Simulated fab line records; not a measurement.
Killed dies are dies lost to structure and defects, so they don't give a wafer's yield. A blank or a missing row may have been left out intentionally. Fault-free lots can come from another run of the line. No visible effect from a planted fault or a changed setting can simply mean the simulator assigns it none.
Struck lot and sound lot, side by side :: flow nand-harc :: 14 out of 1159 route steps
Sound: the wafers L281.2, L281.3, L281.5. Struck: wafers L291.2, L291.4, L291.6. Last of all comes the cause.
For every step that has rows: the tool of each side, followed by ch and its chambers, followed by its first start. Under that, the readings that differ: sound wafers :: struck wafers :: difference of the means :: sigmas: that difference in standard deviations of wafers without a fault.
alike: readings whose means differ by less than 2 such deviations, and words and numbers that are the same on both sides. not compared: withheld readings, readings that some wafer has no value for, bounds like >300 that may hide the same value, and numbers for which the record gives no deviation and whose values overlap.
Wherever a step has rows on one side only, a row that says differs or no value, or a row with sigmas, the two part there. Numbers that don't overlap but have no deviation are shown without sigmas and don't part them. A reading missing from all wafers of one side parts the sides only when that side holds two or more wafers.

NHARC_P_M0_CMP_23: polishes, t overpolish 20 s, target thk 117.53 nm.
  sound on cmp-01 ch 0,1,2, day 6 22:37; struck on cmp-02 ch 1,2, day 9 08:29
  alike: edge-zone-pressure-frac, motor-current-A, time-to-endpoint-s
NHARC_P_M0_THK_MEAS_24: measures by xrf.
  sound: film-metro-02 at day 6 22:55; struck: film-metro-01 at day 9 08:49
  alike: thk-nm
next, for these wafers, 1 step has no rows: NHARC_P_M0_SRD_25.
NHARC_P_M0_INSPECT_27:
  sound: defect-inspect-02 at day 6 23:05; struck: defect-inspect-01 at day 9 08:58
  alike: raw-defect-count
NHARC_P_M0_PRE_CLEAN_31: time 12 s.
  sound on pecvd-04 ch 0,2, day 6 23:10; struck on pecvd-02 ch 0,1,2, day 9 09:05
  alike: heater-power-w
NHARC_P_M0_DEP_32: deposits SiCN, target thk 30 nm.
  sound on pecvd-04 ch 0,2, day 6 23:20; struck on pecvd-02 ch 0,1,2, day 9 09:14
  alike: heater-power-w, showerhead-vpp-V
then, 5 steps without rows for these wafers: NHARC_P_M1_DEP_00 (deposits SiOC, target thk 182.5 nm); NHARC_P_M1_DEHYDRATE_01 (time 120 s); NHARC_P_M1_HMDS_02 (time 30 s); NHARC_P_M1_COAT_34 (time 65 s); NHARC_P_M1_COAT_03 (resist thk 90 nm).
NHARC_P_M1_SOFTBAKE_04: time 55 s.
  sound on litho-track-01 ch 0, day 7 00:00; struck on litho-track-01 ch 0, day 9 09:00
reading: heater-power-total-W (W)
sound: 188.37 188.40 188.38
struck: 173.65 173.93 173.72
difference: -14.62
sigmas: -99 or more
next, for these wafers, 1 step has no rows: NHARC_P_M1_EBR_05.
NHARC_END_SORT_01:
  the record has rows for the sound wafers here (prober-01 ch 0, day 23 17:13) and none for the struck ones

## WHERE THEY PART
Earliest at NHARC_P_M1_SOFTBAKE_04; latest, in this record, at NHARC_END_SORT_01.

WHY: whatever the simulator had introduced
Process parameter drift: litho-track-01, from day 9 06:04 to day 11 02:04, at NHARC_P_M1_SOFTBAKE_04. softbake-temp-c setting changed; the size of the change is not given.
